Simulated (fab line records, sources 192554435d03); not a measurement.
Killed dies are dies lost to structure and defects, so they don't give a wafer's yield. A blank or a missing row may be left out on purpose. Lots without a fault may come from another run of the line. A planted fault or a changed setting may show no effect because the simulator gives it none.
Chamber matching | flow n5_finfet | N5_SDB_ETCH_17 on rie_diel-01: 4 sister chambers
The step etches SiARC in CF4, target depth 23.4 nm, time 39 s. 4 wafers are shown with their chamber, then 11 later ones without.

WAFERS WITH THEIR CHAMBER
wafer  | chamber | drypump_motor_current_A (A)
L087.4 | 3       | 5.1
L088.2 | 2       | 6.2
L088.5 | 0       | 6.2
L091.2 | 1       | 5.9

WAFERS WITHOUT THEIR CHAMBER
wafer  | drypump_motor_current_A (A)
L091.4 | 5.9
L091.6 | 6.2
L094.4 | 5.1
L094.5 | 6.2
L094.6 | 6.0
L096.1 | 6.2
L096.2 | 5.1
L096.3 | 6.2
L096.4 | 6.2
L096.5 | 5.2
L096.6 | 6.2

WHICH CHAMBER EACH WENT THROUGH
wafer  | from the rows above     | in truth
L091.4 | 1                       | 1
L091.6 | can't be placed: 0 or 2 | 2
L094.4 | 3                       | 3
L094.5 | can't be placed: 0 or 2 | 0
L094.6 | 1                       | 1
L096.1 | can't be placed: 0 or 2 | 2
L096.2 | 3                       | 3
L096.3 | can't be placed: 0 or 2 | 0
L096.4 | can't be placed: 0 or 2 | 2
L096.5 | 3                       | 3
L096.6 | can't be placed: 0 or 2 | 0
Placed correctly: 5 of 11. Can't be placed from these rows: 6 (the true chamber is among the candidates in 6). Placed wrongly: 0.
How it was worked out, from the rows above alone: a wafer's distance from a chamber is the root of the sum, over the readings, of the square of ((its reading less the chamber's mean) divided by the reading's scatter). The wafer belongs to the nearest chamber; if the next one is less than 2 further off, it can't be placed. A chamber's mean is the mean of its shown wafers. The scatter: with one shown wafer a chamber, the root of the mean of the squares of how far each hidden wafer lies from its nearest shown one.
